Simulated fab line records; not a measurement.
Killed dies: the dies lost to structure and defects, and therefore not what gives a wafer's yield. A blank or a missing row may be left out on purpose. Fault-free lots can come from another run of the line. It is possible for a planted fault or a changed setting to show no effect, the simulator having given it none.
fab line records	flow n5Finfet
[record] lots = 6	wafers = 17	lastDay = 17
route steps=1938 shown BEOL_M3@1009 BEOL_M4@1021
lots with no fault: from the same line, run without faults
startH: start of the lot's first displayed wafer, in hours after the record's first day	waitH: hours from the lot's prior step to this one	" as in the row above	L1.1+2: a row that stands for several wafers	- either no value or no given start	* or withheld: withheld	< > ~ a bound
route shown NAME@n: names a module that has steps shown in the file, with the first one's number in the route	usual: mean and standard deviation over wafers with no fault	same: alike in all rows	chamber/n: place in a boat	sites: readings site by site	_std_site: their standard deviation	_edge_site: the outer-site mean with the inner-site mean subtracted	radiusMm: for every site, how far away it sits from the centre of the wafer	mask NAME#n: copy n	behind: the last tool/chamber to shape the wafer	hold: the reason the lot was held/the length of the hold in hours/how it ended	device: names the non-switching transistor (n, p or np)	end of line: the route-end tests of the same wafers	where a step has no rows: the recipe by itself	killed: at the first sort, the dies lost to defects and structure; wafer yield is something else	map: per-die view of a wafer (x killed, . not killed, _ where there is no die)
set.NAME: the setting as run; set.NAME@STEP: as run at that earlier step	model.NAME: the simulator's own value behind a step, which no gauge read
lots seen at some steps along the route; tables by step, rows by wafer
services: when a tool's chamber went out of use (startH, in hours from the record's first day, below 0 if earlier), for how many hours, and the reason
[[steps]]
[step N5_BEOL_M3_ANNEAL_95]
[recipe] tempC = 400	timeS = 240	ambient = vacuum
[usual] heaterPowerW = 828/94	susceptorTempC = 399.96/0.23
lot.wafer	tool	chamber	startH	waitH	heaterPowerW	susceptorTempC
L693.1	pvdSputter-02	-	188.61	0.0	830	399.95
L693.2	"	-	"	"	823	400.12
L693.5	"	-	"	"	847	400.35
L694.3	pvdSputter-01	-	191.80	0.0	956	399.96
L694.4	"	-	"	"	809	400.29
L694.6	"	-	"	"	813	400.03
L701.1	pvdSputter-02	-	235.01	0.0	808	399.95
L701.2	"	-	"	"	799	399.85
L701.4	"	-	"	"	790	400.15
L702.1	pvdSputter-01	-	235.34	0.0	776	399.75
L702.3	"	-	"	"	671	400.10
L702.4	"	-	"	"	972	399.75
L708.3	pvdSputter-02	-	268.54	0.0	765	400.26
L708.4	"	-	"	"	822	400.22
L708.5	"	-	"	"	817	400.03
L712.3	pvdSputter-01	-	292.07	0.0	666	400.09
L712.6	"	-	"	"	965	399.87
[step N5_BEOL_M3_SPUTTER_96]
[recipe] material = Cu	targetThkA = 45	tempC = -20	chamberPressurePa = 0.07	powerW = withheld	timeS = 8.29
[step N5_BEOL_M3_ECD_50]
[recipe] material = Cu	targetThkA = 3000
[step N5_BEOL_M3_ANNEAL_51]
[recipe] tempC = 225	timeS = 90	ambient = N2
[step N5_BEOL_M3_CMP_52]
[recipe] stopOn = SiOC	tOverpolishS = 6.8	downForcePsi = 1	platenRpm = 50	clearingPlatenDownForcePsi = 1.5	clearingPlatenRpm = 50	postCmpClean = cuAlkaline	targetThkNm = 40	clearingPlatenPadVelocityMS = 0.99484	padVelocityMS = 0.99484
[step N5_BEOL_M3_THK_MEAS_53]
[recipe] thkMeasGauge = xrf	reads = Cu_of_BEOL_M3_ECD_50
[usual] M3_THK = 39.6/1.5
lot.wafer	tool	chamber	startH	waitH	M3_THK[nm]
L693.1	filmMetro-01	-	189.53	-	39.6
L693.2	"	-	"	"	38.1
L693.5	"	-	"	"	39.9
L694.3	filmMetro-02	-	192.73	-	38.4
L694.4	"	-	"	"	41.8
L694.6	"	-	"	"	41.2
L701.1	filmMetro-02	-	235.94	-	39.7
L701.2	"	-	"	"	38.0
L701.4	"	-	"	"	39.9
L702.1	filmMetro-01	-	236.26	-	38.4
L702.3	"	-	"	"	39.3
L702.4	"	-	"	"	39.2
L708.3	filmMetro-02	-	270.33	-	38.2
L708.4	"	-	"	"	38.8
L708.5	"	-	"	"	42.0
L712.3	filmMetro-02	-	293.00	-	37.9
L712.6	"	-	"	"	40.1
[step N5_BEOL_M3_PRE_CLEAN_60]
[recipe] gas = NH3/H2	timeS = 15	tempC = *	rfPowerW = 300
[step N5_BEOL_M3_CO_CAP_55]
[recipe] material = Co	targetThkA = 20	tempC = 200	precursor = CCTBA/H2	pressureTorr = 30	timeS = 102.1
[step N5_BEOL_M3_PRE_CLEAN_56]
[recipe] gas = NH3	timeS = 15	tempC = withheld	rfPowerW = 300
[step N5_BEOL_M3_DEP_57]
[recipe] material = SiCN	targetThkA = 80	tempC = withheld	precursor = 3MS/NH3	pressureTorr = 3	rfW = 202	timeS = 14
[step N5_BEOL_M3_RS_MEAS_58]
[recipe] thkMeasGauge = four-point-probe	reads = Co_of_BEOL_M3_CO_CAP_55+Cu_of_BEOL_M3_ECD_50+Co_of_BEOL_M3_CVD_47+TaN_of_BEOL_M3_ALD_84
[usual] M3_RS = 0.67/0.032
lot.wafer	tool	chamber	startH	waitH	M3_RS[ohm/sq]
L693.1	filmMetro-01	-	189.79	0.0	0.66
L693.2	"	-	"	"	0.69
L693.5	"	-	"	"	0.65
L694.3	filmMetro-01	-	192.99	0.1	0.70
L694.4	"	-	"	"	0.63
L694.6	"	-	"	"	0.64
L701.1	filmMetro-02	-	236.20	0.0	0.67
L701.2	"	-	"	"	0.72
L701.4	"	-	"	"	0.67
L702.1	filmMetro-02	-	236.56	0.0	0.69
L702.3	"	-	"	"	0.67
L702.4	"	-	"	"	0.67
L708.3	filmMetro-01	-	270.59	0.1	0.70
L708.4	"	-	"	"	0.69
L708.5	"	-	"	"	0.62
L712.3	filmMetro-01	-	293.26	0.1	0.71
L712.6	"	-	"	"	0.66
[step N5_BEOL_M3_INSPECT_59]
[recipe] inspectInstrument = darkfield	mode = postDep
[usual] rawDefectCount = 77/24
lot.wafer	tool	chamber	startH	waitH	rawDefectCount
L693.1	defectInspect-02	-	189.82	0.0	92
L693.2	"	-	"	"	89
L693.5	"	-	"	"	109
L694.3	defectInspect-01	-	193.01	0.0	52
L694.4	"	-	"	"	48
L694.6	"	-	"	"	80
L701.1	defectInspect-02	-	236.22	0.0	57
L701.2	"	-	"	"	80
L701.4	"	-	"	"	39
L702.1	defectInspect-01	-	236.58	0.0	65
L702.3	"	-	"	"	80
L702.4	"	-	"	"	76
L708.3	defectInspect-01	-	270.61	0.0	128
L708.4	"	-	"	"	88
L708.5	"	-	"	"	96
L712.3	defectInspect-01	-	293.29	0.0	105
L712.6	"	-	"	"	81
[step N5_BEOL_M4_ILD_DEP_00]
[recipe] material = SiOC	targetThkA = 790	tempC = 350	precursor = DEMS/O2	pressureTorr = 5	rfW = 500	timeS = 15.3
[usual] heaterPowerW = 469/79	showerheadPlenumPTorr = 5.690/0.017	susceptorTempC = 349.97/0.19	throttleValvePct = 11.9/0.48
lot.wafer	tool	chamber	startH	waitH	heaterPowerW	showerheadPlenumPTorr	susceptorTempC	throttleValvePct	model.SiOC_of_BEOL_M4_ILD_DEP_00.thkNm
L693.1	pecvd-03	0	189.86	0.0	481	5.677	349.82	11.7	79.2
L693.2	"	2	"	"	366	5.691	350.04	11.3	78.4
L693.5	"	1	"	"	511	5.683	350.00	12.4	79.4
L694.3	pecvd-03	0	193.05	0.0	472	5.682	350.06	11.7	79
L694.4	"	0	"	"	469	5.694	349.88	11.7	80.2
L694.6	"	1	"	"	468	5.700	349.93	12.6	79.8
L701.1	pecvd-03	2	236.26	0.0	398	5.695	350.01	11.5	37.6
L701.2	"	1	"	"	519	5.700	349.83	12.5	77.4
L701.4	"	2	"	"	408	5.722	349.54	11.3	38
L702.1	pecvd-03	0	236.62	0.0	409	5.675	349.64	11.4	40.2
L702.3	"	1	"	"	520	5.686	350.14	12.5	78.2
L702.4	"	2	"	"	419	5.724	350.08	11.4	38.4
L708.3	pecvd-04	0	270.65	0.0	716	5.722	349.96	12.1	78
L708.4	"	0	"	"	703	5.715	350.03	12.1	80.2
L708.5	"	2	"	"	439	5.714	350.02	11.4	78.6
L712.3	pecvd-04	1	293.32	0.0	575	5.676	350.18	11.5	78.2
L712.6	"	2	"	"	409	5.700	350.02	11.6	78.6
[step N5_BEOL_M4_THK_MEAS_01]
[recipe] reads = SiOC_of_BEOL_M4_ILD_DEP_00
[usual] M4_ILD_THK = 79.0/0.95
lot.wafer	tool	chamber	startH	waitH	M4_ILD_THK[nm]
L693.1	filmMetro-01	-	189.92	0.0	79.3
L693.2	"	-	"	"	78.3
L693.5	"	-	"	"	79.5
L694.3	filmMetro-01	-	193.12	0.1	78.9
L694.4	"	-	"	"	80.3
L694.6	"	-	"	"	79.7
L701.1	filmMetro-01	-	236.33	0.0	37.5
L701.2	"	-	"	"	77.4
L701.4	"	-	"	"	38.1
L702.1	filmMetro-01	-	236.69	0.0	40.1
L702.3	"	-	"	"	78.2
L702.4	"	-	"	"	38.4
L708.3	filmMetro-01	-	270.72	0.1	77.9
L708.4	"	-	"	"	80.3
L708.5	"	-	"	"	78.7
L712.3	filmMetro-01	-	293.39	0.1	78.1
L712.6	"	-	"	"	78.6
[step N5_BEOL_M4_PECVD_72]
[recipe] material = SiO2	targetThkA = 160	tempC = 400	precursor = TEOS/O2	pressureTorr = 5.5	rfW = 450	teosFlowSccm = 53.8	gas = O2	flowSccm = 3000	timeS = 18
[step N5_BEOL_M4_HM_DEP_02]
[recipe] material = TiN	targetThkA = 200	tempC = 25	chamberPressurePa = 0.49996
[step N5_BEOL_M4_COAT_61]
[recipe] resist = SOC	tempC = 250	timeS = 60	spinRpm = 1500	resistThkNm = 60
[step N5_BEOL_M4_COAT_62]
[recipe] resist = SiARC	tempC = 220	timeS = 60	spinRpm = 1500	resistThkNm = 12
[step N5_BEOL_M4_COAT_73]
[recipe] resist = underlayer	tempC = 205	timeS = 60	spinRpm = 1500	resistThkNm = 5
[step N5_BEOL_M4_COAT_05]
[recipe] resist = CAR-EUV	spinRpm = 1500	resistThkNm = 30
[step N5_BEOL_M4_EBR_07]
[recipe] solvent = PGMEA	ebrWidthMm = 1.5
[step N5_BEOL_M4_SOFTBAKE_06]
[recipe] tempC = 110	timeS = 60	resist = CAR-EUV
[step N5_BEOL_M4_EXPOSE_08]
[recipe] maskId = M4	na = 0.33	sourceShape = dipole	sigmaInner = 0.369	sigmaOuter = 0.767	polarization = unpolarized	doseMj = 41.25
[step N5_BEOL_M4_PEB_09]
[recipe] pebTempC = 100	pebTimeS = 60	resist = CAR-EUV
[step N5_BEOL_M4_DEVELOP_10]
[recipe] developTimeS = 30	developer = TMAH	resist = CAR-EUV	rinseLiquid = surfactantRinse	dry = airSpin	devTempC = 23
[step N5_BEOL_M4_CD_MEAS_11]
[recipe] targetCdNm = 16.79	landingEnergyEv = 500	detector = seInlens	polarity = opening
[usual] cdNm = 16.76/0.26
lot.wafer	tool	chamber	startH	waitH	cdNm
L693.1	cdSem-03	0	190.41	-	16.85
L693.2	"	0	"	"	16.90
L693.5	"	0	"	"	16.84
L694.3	cdSem-02	0	193.69	-	16.94
L694.4	"	0	"	"	16.60
L694.6	"	0	"	"	16.72
L701.1	cdSem-01	0	237.10	-	16.66
L701.2	"	0	"	"	16.88
L701.4	"	0	"	"	16.45
L702.1	cdSem-02	0	237.21	-	16.70
L702.3	"	0	"	"	16.74
L702.4	"	0	"	"	16.61
L708.3	cdSem-02	0	271.65	-	17.20
L708.4	"	0	"	"	17.19
L708.5	"	0	"	"	16.80
L712.3	cdSem-03	0	296.01	-	16.28
L712.6	"	0	"	"	16.47
[step N5_BEOL_M4_OVL_MEAS_12]
[recipe] pointsPerWafer = 522
[usual] M4_OVL = 0.9/0.59
lot.wafer	tool	chamber	startH	waitH	M4_OVL[nm]
L693.1	overlay-01	0	190.44	0.0	0.8
L693.2	"	0	"	"	0.6
L693.5	"	0	"	"	0.8
L694.3	overlay-02	0	193.73	0.0	1.0
L694.4	"	0	"	"	1.1
L694.6	"	0	"	"	0.9
L701.1	overlay-02	0	237.13	0.0	1.6
L701.2	"	0	"	"	1.1
L701.4	"	0	"	"	0.6
L702.1	overlay-01	0	237.24	0.0	1.1
L702.3	"	0	"	"	0.1
L702.4	"	0	"	"	1.3
L708.3	overlay-01	0	271.69	0.0	0.2
L708.4	"	0	"	"	0.6
L708.5	"	0	"	"	0.0
L712.3	overlay-01	0	296.05	0.0	1.4
L712.6	"	0	"	"	0.7
[step N5_BEOL_M4_INSPECT_13]
[recipe] mode = adi	inspectInstrument = brightfield
[usual] rawDefectCount = 443/82
lot.wafer	tool	chamber	startH	waitH	rawDefectCount
L693.1	defectInspect-01	-	190.50	0.1	548
L693.2	"	-	"	"	474
L693.5	"	-	"	"	562
L694.3	defectInspect-02	-	193.78	0.0	307
L694.4	"	-	"	"	414
L694.6	"	-	"	"	366
L701.1	defectInspect-01	-	237.19	0.1	499
L701.2	"	-	"	"	453
L701.4	"	-	"	"	426
L702.1	defectInspect-02	-	237.29	0.1	448
L702.3	"	-	"	"	466
L702.4	"	-	"	"	490
L708.3	defectInspect-01	-	271.74	0.0	616
L708.4	"	-	"	"	422
L708.5	"	-	"	"	634
L712.3	defectInspect-02	-	296.10	0.0	434
L712.6	"	-	"	"	434
[step N5_BEOL_M4_DESCUM_16]
[recipe] chemistry = O2	timeS = 7	sourcePowerW = 50	biasPowerW = 20	pressureMtorr = 20	rfFrequencyHz = 2.712e+07	tempC = 40	resist = CAR-EUV	o2FlowSccm = 225
[step N5_BEOL_M4_ETCH_74]
[recipe] chemistry = N2/H2	target = underlayer	targetDepthA = 65	maskMaterial = CAR-EUV	timeS = 5.2	ionEnergyEv = 200	pressureMtorr = 30	sourceW = 840	biasW = 150	n2FlowSccm = 200	h2FlowSccm = 200	ends = cleared
[step N5_BEOL_M4_ETCH_63]
[recipe] chemistry = CF4	target = SiARC	targetDepthA = 156	maskMaterial = CAR-EUV	timeS = 26	ionEnergyEv = 80	pressureMtorr = 40	sourceW = 545	biasW = 36	Ar_flow_sccm = 100	cf4FlowSccm = 100	ends = cleared
[usual] drypumpMotorCurrentA = 5.7/0.47	etchRfOnTimeS = 25.8/0.66	mfcArSccm = 100.02/0.26	oesProductAu = 0.71/0.082	rfVppV = 183.7/1.1	showerheadPlenumPTorr = 2.11/0.051	throttleValvePct = 15.54/0.26
lot.wafer	tool	chamber	startH	waitH	drypumpMotorCurrentA	etchRfOnTimeS	mfcArSccm	oesProductAu	rfHoursCounterH	rfVppV	showerheadPlenumPTorr	throttleValvePct
L693.1	rieDiel-03	2	190.59	0.0	5.9	26.6	99.97	0.83	1	185.2	2.28	15.47
L693.2	"	0	"	"	5.2	25.9	100.45	0.61	199	181.8	2.04	15.57
L693.5	"	3	"	"	5.8	25.8	100.20	0.67	-	183.5	2.15	15.71
L694.3	rieDiel-01	0	193.86	0.0	4.8	25.7	100.07	0.59	237	183.7	2.13	16.12
L694.4	"	1	"	"	6.3	26.5	100.02	0.81	4	183.9	2.10	15.30
L694.6	"	2	"	"	5.8	27.5	99.96	0.73	-	182.9	2.10	15.54
L701.1	rieDiel-06	3	237.96	0.0	6.0	26.6	100.06	0.56	248	183.8	2.11	15.99
L701.2	"	2	"	"	4.9	25.5	100.46	0.76	59	183.4	2.16	15.66
L701.4	"	1	"	"	5.7	25.2	100.41	0.59	232	183.5	2.12	15.89
L702.1	rieDiel-06	0	238.19	0.0	5.8	25.7	100.44	0.66	135	183.8	2.06	15.39
L702.3	"	2	"	"	4.9	25.2	100.27	0.76	59	184.3	2.16	15.67
L702.4	"	3	"	"	6.0	26.8	100.01	0.56	248	183.7	2.11	16.00
L708.3	rieDiel-03	2	271.82	0.0	5.8	26.9	100.34	0.79	12	186.4	2.28	15.50
L708.4	"	1	"	"	5.9	25.3	100.62	0.76	45	184.5	2.17	15.16
L708.5	"	1	"	"	5.8	25.5	100.23	0.75	-	184.2	2.17	15.15
L712.3	rieDiel-01	2	296.18	0.0	5.8	27.0	99.61	0.69	70	182.9	2.09	15.62
L712.6	"	1	"	"	6.3	25.6	100.17	0.74	-	184.5	2.08	15.39
[step N5_BEOL_M4_ETCH_64]
[recipe] chemistry = N2/H2	target = SOC	targetDepthA = 750	overetchA = 225	maskMaterial = SiARC	tempC = 40	timeS = 121.9	ionEnergyEv = 200	pressureMtorr = 30	sourceW = 840	biasW = 150	n2FlowSccm = 200	h2FlowSccm = 200
[usual] drypumpMotorCurrentA = 5.7/0.47	n2FlowSccm = 199.9/0.61	oesProductAu = 0.63/0.072	rfVppV = 522.9/2.1	showerheadPlenumPTorr = 2.50/0.068	tempC = 40.01/0.11	throttleValvePct = 17.74/0.28
lot.wafer	tool	chamber	startH	waitH	drypumpMotorCurrentA	n2FlowSccm	oesProductAu	rfHoursCounterH	rfVppV	showerheadPlenumPTorr	tempC	throttleValvePct
L693.1	rieDiel-03	2	190.61	0.0	5.8	200.6	0.75	1	528.4	2.72	39.84	17.71
L693.2	"	0	"	"	5.2	198.9	0.54	199	518.7	2.43	39.94	17.96
L693.5	"	3	"	"	5.8	199.7	0.59	-	523.8	2.57	40.13	18.05
L694.3	rieDiel-01	0	193.89	0.0	4.9	199.2	0.51	237	522.2	2.50	40.04	18.19
L694.4	"	1	"	"	6.4	199.5	0.72	4	522.8	2.47	39.92	17.41
L694.6	"	2	"	"	5.8	200.0	0.67	-	521.8	2.47	40.05	17.67
L701.1	rieDiel-06	3	237.99	0.0	6.0	200.2	0.51	248	525.0	2.50	39.95	18.20
L701.2	"	2	"	"	4.9	198.6	0.66	59	525.0	2.58	39.97	18.04
L701.4	"	1	"	"	5.8	200.9	0.51	232	522.2	2.49	39.84	17.93
L702.1	rieDiel-06	0	238.22	0.0	5.8	199.0	0.58	135	520.3	2.43	39.91	17.47
L702.3	"	2	"	"	4.9	201.1	0.67	59	524.6	2.58	39.95	18.05
L702.4	"	3	"	"	6.0	199.7	0.50	248	522.4	2.50	39.92	18.20
L708.3	rieDiel-03	2	271.85	0.0	5.8	199.5	0.70	12	529.6	2.71	40.07	17.73
L708.4	"	1	"	"	5.9	200.3	0.66	45	526.2	2.58	40.10	17.32
L708.5	"	1	"	"	5.9	200.4	0.66	-	526.4	2.58	40.10	17.30
L712.3	rieDiel-01	2	296.21	0.0	5.8	200.7	0.64	70	521.7	2.45	40.00	17.74
L712.6	"	1	"	"	6.4	199.5	0.66	-	522.3	2.46	39.90	17.47
[step N5_BEOL_M4_STRIP_65]
[recipe] chemistry = N2/H2	tempC = 40	n2FlowSccm = 200	h2FlowSccm = 200	rfFrequencyHz = 6e+07
[step N5_BEOL_M4_STRIP_75]
[recipe] chemistry = N2/H2	tempC = 40	n2FlowSccm = 200	h2FlowSccm = 200	rfFrequencyHz = 6e+07
[step N5_BEOL_M4_STRIP_66]
[recipe] chemistry = CF4	resist = SiARC	powerW = 300	biasPowerW = 75	pressureMtorr = 50	cf4FlowSccm = 150	rfFrequencyHz = 6e+07
[usual] drypumpMotorCurrentA = 5.7/0.46	oesProductAu = 0.82/0.093	rfVppV = 270.7/1.4	showerheadPlenumPTorr = 1.77/0.043	throttleValvePct = 13.50/0.26
lot.wafer	tool	chamber	startH	waitH	drypumpMotorCurrentA	oesProductAu	rfHoursCounterH	rfVppV	showerheadPlenumPTorr	throttleValvePct
L693.1	rieDiel-03	2	190.75	0.0	5.8	0.97	1	274.6	1.89	13.34
L693.2	"	0	"	"	5.2	0.70	199	268.7	1.70	13.56
L693.5	"	3	"	"	5.8	0.77	-	272.2	1.79	13.65
L694.3	rieDiel-01	0	194.02	0.0	4.9	0.67	237	271.1	1.78	14.09
L694.4	"	1	"	"	6.3	0.94	4	270.1	1.75	13.22
L694.6	"	2	"	"	5.8	0.87	-	271.4	1.76	13.51
L701.1	rieDiel-06	3	238.12	0.0	6.0	0.66	248	270.1	1.77	14.02
L701.2	"	2	"	"	4.9	0.87	59	272.1	1.80	13.57
L701.4	"	1	"	"	5.7	0.67	232	270.9	1.78	13.91
L702.1	rieDiel-06	0	238.35	0.0	5.7	0.76	135	268.8	1.72	13.35
L702.3	"	2	"	"	4.9	0.86	59	272.1	1.80	13.59
L702.4	"	3	"	"	6.0	0.66	248	270.3	1.77	14.04
L708.3	rieDiel-03	2	271.98	0.0	5.8	0.92	12	273.7	1.89	13.38
L708.4	"	1	"	"	5.8	0.86	45	272.1	1.83	13.16
L708.5	"	1	"	"	5.9	0.86	-	272.8	1.83	13.18
L712.3	rieDiel-01	2	296.34	0.0	5.8	0.82	70	271.0	1.75	13.58
L712.6	"	1	"	"	6.3	0.86	-	271.3	1.74	13.31
[step N5_BEOL_M4_HM_OPEN_17]
[recipe] chemistry = Cl2/BCl3	targetDepthA = 200	overetchA = 60	target = TiN	maskMaterial = SOC	ionEnergyEv = 150	pressureMtorr = 10	icpW = 1000	biasW = 126	Cl2_flow_sccm = 53.25	bcl3FlowSccm = 21.75	Ar_flow_sccm = 25
[step N5_BEOL_M4_STRIP_19]
[recipe] chemistry = O2	powerW = 400	tempC = 40	pressureMtorr = 30	rfFrequencyHz = 6e+07	biasPowerW = 0	overashFraction = 0.2	o2FlowSccm = 225
[usual] drypumpMotorCurrentA = 5.7/0.41	oesProductAu = 0.80/0.096	rfVppV = 3.6/0.48	showerheadPlenumPTorr = 2.08/0.068	tempC = 40.01/0.12	throttleValvePct = 16.68/0.27
lot.wafer	tool	chamber	startH	waitH	drypumpMotorCurrentA	oesProductAu	rfHoursCounterH	rfVppV	showerheadPlenumPTorr	tempC	throttleValvePct
L693.1	rieDiel-06	3	190.90	0.1	6.0	0.66	235	3.8	2.09	39.92	17.19
L693.2	"	1	"	"	5.8	0.68	223	3.7	2.06	40.04	16.84
L693.5	"	0	"	"	5.8	0.77	-	3.8	2.00	40.07	16.30
L694.3	rieDiel-01	2	194.17	0.1	5.8	0.89	34	3.7	2.07	40.04	16.77
L694.4	"	3	"	"	6.1	0.82	82	2.9	2.04	39.99	16.28
L694.6	"	2	"	"	5.8	0.89	-	2.9	2.07	40.05	16.77
L701.1	rieDiel-01	2	238.36	0.2	5.8	0.87	47	4.6	2.07	39.87	16.80
L701.2	"	0	"	"	4.8	0.66	250	5.0	2.06	39.84	17.09
L701.4	"	3	"	"	6.1	0.81	94	3.9	2.03	40.12	16.30
L702.1	rieDiel-01	2	238.70	0.3	5.8	0.86	47	3.8	2.07	40.03	16.78
L702.3	"	1	"	"	6.3	0.91	17	3.9	2.06	39.97	16.51
L702.4	"	0	"	"	4.9	0.66	250	3.8	2.06	39.85	17.10
L708.3	rieDiel-03	2	272.14	0.1	5.8	0.94	12	3.5	2.25	40.17	16.66
L708.4	"	1	"	"	5.9	0.87	45	3.6	2.15	40.07	16.35
L708.5	"	0	"	"	5.2	0.69	-	3.6	1.98	40.04	16.64
L712.3	rieDiel-03	2	296.49	0.1	5.8	0.91	21	4.0	2.25	39.92	16.67
L712.6	"	3	"	"	5.8	0.76	-	3.2	2.12	39.96	16.95
[step N5_BEOL_M4_CD_MEAS_18]
[recipe] pitchNm = 36	targetCdNm = 18
[usual] cdNm = 17.9/0.33
lot.wafer	tool	chamber	startH	waitH	cdNm
L693.1	cdSem-03	-	190.97	0.0	17.8
L693.2	"	-	"	"	17.7
L693.5	"	-	"	"	18.1
L694.3	cdSem-03	-	194.24	0.1	18.4
L694.4	"	-	"	"	17.8
L694.6	"	-	"	"	18.0
L701.1	cdSem-03	-	238.43	0.0	18.4
L701.2	"	-	"	"	18.3
L701.4	"	-	"	"	17.9
L702.1	cdSem-02	-	238.77	0.0	17.5
L702.3	"	-	"	"	17.6
L702.4	"	-	"	"	18.1
L708.3	cdSem-03	-	272.21	0.1	18.5
L708.4	"	-	"	"	18.3
L708.5	"	-	"	"	18.2
L712.3	cdSem-03	-	296.57	0.1	17.5
L712.6	"	-	"	"	17.1
[step N5_BEOL_M4_COAT_67]
[recipe] resist = SOC	tempC = 250	timeS = 60	spinRpm = 1500	resistThkNm = 60
[step N5_BEOL_M4_COAT_68]
[recipe] resist = SiARC	tempC = 220	timeS = 60	spinRpm = 1500	resistThkNm = 12
[step N5_BEOL_M4_COAT_76]
[recipe] resist = underlayer	tempC = 205	timeS = 60	spinRpm = 1500	resistThkNm = 5
[step N5_BEOL_M4_COAT_22]
[recipe] resist = CAR-EUV	spinRpm = 1500	resistThkNm = 30
[step N5_BEOL_M4_CMP_52]
[recipe] stopOn = SiOC	tOverpolishS = 6.8	downForcePsi = 1	platenRpm = 50	clearingPlatenDownForcePsi = 1.5	clearingPlatenRpm = 50	postCmpClean = cuAlkaline	targetThkNm = 40	clearingPlatenPadVelocityMS = 0.99484	padVelocityMS = 0.99484
[usual] motorCurrentA = 6.1/0.73	slurryFilterDpKPa = 13.49/0.13	slurryFlowMlMin = 150.0/0.43
lot.wafer	tool	chamber	startH	waitH	motorCurrentA	slurryFilterDpKPa	slurryFlowMlMin	model.SiOC_of_BEOL_M4_ILD_DEP_00.thkNm
L693.2	cmp-03	0	203.70	0.2	7.2	13.50	150.3	75.4
L693.1	"	1	"	"	6.9	13.52	150.2	76.2
L693.5	"	0	"	"	6.8	13.51	149.7	76.4
L694.3	cmp-03	1	204.78	0.2	7.0	13.32	150.1	76
L694.4	"	3	"	"	5.3	13.60	150.1	77.2
L694.6	"	1	"	"	6.8	13.41	149.4	76.8
L701.1	cmp-04	3	247.43	0.3	7.3	13.54	150.5	34.6
L701.2	"	0	"	"	5.1	13.50	149.8	74.4
L701.4	"	1	"	"	5.9	13.33	149.9	35
L702.3	cmp-03	3	247.99	0.2	5.3	13.26	150.2	75.2
L702.1	"	0	"	"	7.2	13.38	149.8	37.2
L702.4	"	1	"	"	7.2	13.49	149.9	35.4
L708.4	cmp-01	1	281.30	0.2	6.7	13.52	149.9	77.2
L708.3	"	2	"	"	5.4	13.51	149.1	75
L708.5	"	3	"	"	5.1	13.49	149.5	75.6
L712.3	cmp-04	3	304.64	0.3	7.2	13.51	150.4	75.2
L712.6	"	2	"	"	5.2	13.55	148.8	75.6
[step N5_BEOL_M4_RC_MEAS_101]
[usual] DIBL_N = 35.6/1.7	DIBL_P = 35.0/2	IOFF_N = 0.148/0.027	IOFF_P = 0.19/0.032	ION_N = 671/14	ION_P = 460/9.1	SS_N = 71.3/0.62	SS_P = 73.0/0.64	VT_N = 251/3.2	VT_P = -251.5/2.9
lot.wafer	tool	chamber	startH	waitH	DIBL_N[mV/V]	DIBL_P[mV/V]	IOFF_N[nA/um]	IOFF_P[nA/um]	ION_N[uA/um]	ION_P[uA/um]	SS_N[mV/dec]	SS_P[mV/dec]	VT_N[mV]	VT_P[mV]
L693.1	prober-02	0	204.27	0.0	35.8	35.0	0.165	0.22	690	474	71.6	73.4	245	-248.2
L693.2	"	0	"	"	34.8	33.4	0.146	0.19	685	472	70.4	72.8	246	-250.7
L693.5	"	0	"	"	34.9	33.5	0.144	0.19	677	458	71.1	72.5	250	-248.8
L694.3	prober-01	0	205.66	0.3	35.0	33.8	0.124	0.17	659	449	71.2	73.1	255	-254.5
L694.4	"	0	"	"	36.1	35.8	0.142	0.22	655	454	70.8	72.8	253	-250.8
L694.6	"	0	"	"	34.2	33.1	0.109	0.16	652	452	70.5	73.1	257	-255.3
L701.2	prober-01	0	248.16	0.2	35.6	36.5	0.177	0.26	672	466	72.5	73.7	246	-245.6
L702.3	prober-01	0	249.24	0.7	35.6	37.1	0.165	0.26	665	462	71.9	73.5	249	-244.8
L708.3	prober-02	0	282.14	0.3	34.0	33.8	0.119	0.17	667	458	70.3	72.6	256	-253.8
L708.4	"	0	"	"	36.5	35.1	0.149	0.19	660	450	71.7	73.2	254	-252.9
L708.5	"	0	"	"	34.0	33.3	0.117	0.16	656	450	70.5	72.7	257	-253.5
L712.3	prober-02	0	305.54	0.3	37.1	35.2	0.139	0.20	672	466	71.4	72.7	254	-249.0
L712.6	"	0	"	"	36.0	34.7	0.131	0.19	667	458	71.0	73.1	252	-251.6
[[services]]
tool	chamber	startH	hours	kind
cmp-01	-	183.94	1.7	repair
cmp-04	-	185.89	8.7	pm
cmp-01	-	200.65	5.8	pm
rieDiel-03	2	201.74	28.7	repair
pecvd-03	-	203.07	0.6	repair
pvdSputter-02	-	207.13	4.6	repair
cmp-01	-	213.24	2.2	repair
rieDiel-06	1	214.36	13.2	repair
rieDiel-03	-	219.88	28.1	pm
cmp-04	-	221.30	4.0	pm
rieDiel-01	0	238.87	-	clean
rieDiel-01	0	238.87	-	consumableReplace:focusRing
rieDiel-01	0	238.87	17.9	scheduledDown
rieDiel-01	0	238.87	17.9	ventCycle
cmp-01	-	239.82	5.8	repair
pecvd-03	2	241.42	8.2	repair
cmp-01	-	247.03	0.3	repair
cmp-01	-	247.35	1.5	repair
cmp-03	-	249.04	4.0	pm
cmp-04	-	253.92	7.0	pm
cmp-01	-	260.03	0.9	repair
cmp-01	-	267.74	4.1	pm
cmp-03	-	267.84	23.6	repair
cmp-01	-	277.06	4.0	pm
[[key]]
[firstSign] step = N5_BEOL_M4_THK_MEAS_01	reading = M4_ILD_THK	direction = down	sigmas = 43	usual = 79.0	struck = 38.5
effect none on later readings
[modelEffect] step = N5_BEOL_M4_ILD_DEP_00	value = SiOC_of_BEOL_M4_ILD_DEP_00.thkNm	without = 78.5	struck = 38.55
[modelEffect] step = N5_BEOL_M4_CMP_52	value = SiOC_of_BEOL_M4_ILD_DEP_00.thkNm	without = 75.5	struck = 35.55
metAt N5_BEOL_M4_ILD_DEP_00
struckWafers L701.1,L701.4,L702.1,L702.4
laterRowsLeftOut L701.1,L701.4,L702.1,L702.4
sortLeftOut L701.1,L701.4,L702.1,L702.4
onsetBetween 193.05 236.26
[fault] kind = processParameterDrift	tool = pecvd-03	chamber = -	onsetH = 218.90	steps = N5_BEOL_M4_ILD_DEP_00	channel = targetThkA	offset = *	shape = step	endH = 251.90	scope = struckWafersOnly	actsIn = *	stated = *
// sortLeftOut: the simulated sort isn't trusted on such a fault, so these wafers' sort isn't shown, and their yield isn't known
// laterRowsLeftOut: the simulator's readings of these wafers behind a module that went badly wrong aren't trusted and aren't shown, but for the sort
